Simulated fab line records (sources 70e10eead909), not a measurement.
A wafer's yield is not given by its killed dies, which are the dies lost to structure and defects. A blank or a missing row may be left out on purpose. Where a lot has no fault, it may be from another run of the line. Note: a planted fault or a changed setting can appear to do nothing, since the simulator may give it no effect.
Which tool did it? :: flow nandHarc :: Sampling: 11 lots, 33 wafers, 5 of 1159 route steps

== WHAT THE GAUGES READ, wafer by wafer ==
NHARC_END_SORT_01.
lot: L462
measured: day 20 21:58
on: prober-02
killedAtArray: 675 671 674

lot: L463
measured: day 21 03:21
on: prober-02
killedAtArray: 673 676 674

lot: L464
measured: day 21 10:14
on: prober-01
killedAtArray: 676 676 677

lot: L472
measured: day 22 13:04
on: prober-01
killedAtArray: 33

== WHAT TOOL EACH LOT RAN ON (gives the tool, then ch and the chambers of the sampled wafers, and finally the start) ==
lot: L458
NHARC_A_CONTACT_ETCH_51: rieDiel-11 ch 0,1,3, day 16 07:55 or earlier
NHARC_A_CONTACT_ETCH_119: harCapEtch-03 ch 0,1, day 16 07:55
NHARC_A_CONTACT_ETCH_123: harCapEtch-03 ch 0,1, day 16 08:21
NHARC_A_CONTACT_ETCH_96: rieDiel-09 ch 1,2, no start

lot: L462
NHARC_A_CONTACT_ETCH_51: rieDiel-11 ch 1,2, day 17 20:10 or earlier
NHARC_A_CONTACT_ETCH_119: harCapEtch-02 ch 0,1, day 17 20:10
NHARC_A_CONTACT_ETCH_123: harCapEtch-02 ch 0,1, day 17 20:36
NHARC_A_CONTACT_ETCH_96: rieDiel-13 ch 0,3, day 20 21:58 or earlier

lot: L463
NHARC_A_CONTACT_ETCH_51: rieDiel-09 ch 0,3, day 18 03:58 or earlier
NHARC_A_CONTACT_ETCH_119: harCapEtch-01 ch 0,1, day 18 03:58
NHARC_A_CONTACT_ETCH_123: harCapEtch-01 ch 0,1, day 18 04:22
NHARC_A_CONTACT_ETCH_96: rieDiel-11 ch 0,1, day 21 03:21 or earlier

lot: L464
NHARC_A_CONTACT_ETCH_51: rieDiel-13 ch 0,2,3, day 18 05:58 or earlier
NHARC_A_CONTACT_ETCH_119: harCapEtch-02 ch 0,1, day 18 05:58
NHARC_A_CONTACT_ETCH_123: harCapEtch-02 ch 0,1, day 18 06:20
NHARC_A_CONTACT_ETCH_96: rieDiel-11 ch 0,1,2, day 21 10:14 or earlier

lot: L466
NHARC_A_CONTACT_ETCH_51: rieDiel-09 ch 0,2,3, day 18 20:20 or earlier
NHARC_A_CONTACT_ETCH_119: harCapEtch-01 ch 0,1, day 18 20:20
NHARC_A_CONTACT_ETCH_123: harCapEtch-01 ch 0,1, day 18 20:41
NHARC_A_CONTACT_ETCH_96: rieDiel-11 ch 1,2,3, no start

lot: L472
NHARC_A_CONTACT_ETCH_51: rieDiel-11 ch 0,1,2, day 19 21:50 or earlier
NHARC_A_CONTACT_ETCH_119: harCapEtch-02 ch 0,1, day 19 21:50
NHARC_A_CONTACT_ETCH_123: harCapEtch-02 ch 0,1, day 19 22:15
NHARC_A_CONTACT_ETCH_96: rieDiel-11 ch 1,2, day 22 13:04 or earlier

lot: L471
NHARC_A_CONTACT_ETCH_51: rieDiel-11 ch 0,1, day 20 01:32 or earlier
NHARC_A_CONTACT_ETCH_119: harCapEtch-02 ch 0,1, day 20 01:32
NHARC_A_CONTACT_ETCH_123: harCapEtch-02 ch 0,1, day 20 01:54
NHARC_A_CONTACT_ETCH_96: rieDiel-09 ch 0,2,3, no start

lot: L474
NHARC_A_CONTACT_ETCH_51: rieDiel-13 ch 2,3, day 20 13:49 or earlier
NHARC_A_CONTACT_ETCH_119: harCapEtch-02 ch 0,1, day 20 13:49
NHARC_A_CONTACT_ETCH_123: harCapEtch-02 ch 0,1, day 20 14:11
NHARC_A_CONTACT_ETCH_96: rieDiel-09 ch 1,2,3, no start

lot: L473
NHARC_A_CONTACT_ETCH_51: rieDiel-11 ch 2,3, day 20 21:08 or earlier
NHARC_A_CONTACT_ETCH_119: harCapEtch-01 ch 1, day 20 21:08
NHARC_A_CONTACT_ETCH_123: harCapEtch-01 ch 1, day 20 21:30
NHARC_A_CONTACT_ETCH_96: rieDiel-13 ch 0,1,3, no start

lot: L476
NHARC_A_CONTACT_ETCH_51: rieDiel-13 ch 0,1,2, day 21 05:01 or earlier
NHARC_A_CONTACT_ETCH_119: harCapEtch-02 ch 0, day 21 05:01
NHARC_A_CONTACT_ETCH_123: harCapEtch-02 ch 0, day 21 05:25
NHARC_A_CONTACT_ETCH_96: rieDiel-11 ch 1,2, no start

lot: L478
NHARC_A_CONTACT_ETCH_51: rieDiel-11 ch 0,1,2, day 21 16:17 or earlier
NHARC_A_CONTACT_ETCH_119: harCapEtch-03 ch 0,1, day 21 16:17
NHARC_A_CONTACT_ETCH_123: harCapEtch-03 ch 0,1, day 21 16:46
NHARC_A_CONTACT_ETCH_96: rieDiel-13 ch 0,2,3, no start
- NHARC_A_CONTACT_ETCH_51: etches the open film in O2/COS, target depth 3600 nm, time 936 s.
- NHARC_A_CONTACT_ETCH_119: etches the open film in C4F8/O2/Ar, time 94 s, target depth 922 nm.
- NHARC_A_CONTACT_ETCH_123: etches the open film in C4F8/O2/Ar, time 253 s, target depth 1090 nm.
- NHARC_A_CONTACT_ETCH_96: etches the open film in C4F6/O2, target depth 20 nm, time 10 s.

== THE ANSWER, worked out from the rows above alone ==
Rule: the lots themselves supply what counts as usual. Put in order of their means at a reading, lots are off if they are a third of the lots or fewer, leave a main group of 4 or more, and stand apart from it by a gap of 3 or more times the standard deviation of the main group's means; of several such gaps the widest counts. The tables above print the reading to a certain number of digits; a main group whose means all agree to those digits is not used. A lot without any number at a reading at which 4 lots or more have one is off too. The other lots that the step has rows for count as sound.
Across all readings shown, no lot is off: no conclusion can be drawn from this.

== WHAT WAS PUT IN BY THE SIMULATOR ==
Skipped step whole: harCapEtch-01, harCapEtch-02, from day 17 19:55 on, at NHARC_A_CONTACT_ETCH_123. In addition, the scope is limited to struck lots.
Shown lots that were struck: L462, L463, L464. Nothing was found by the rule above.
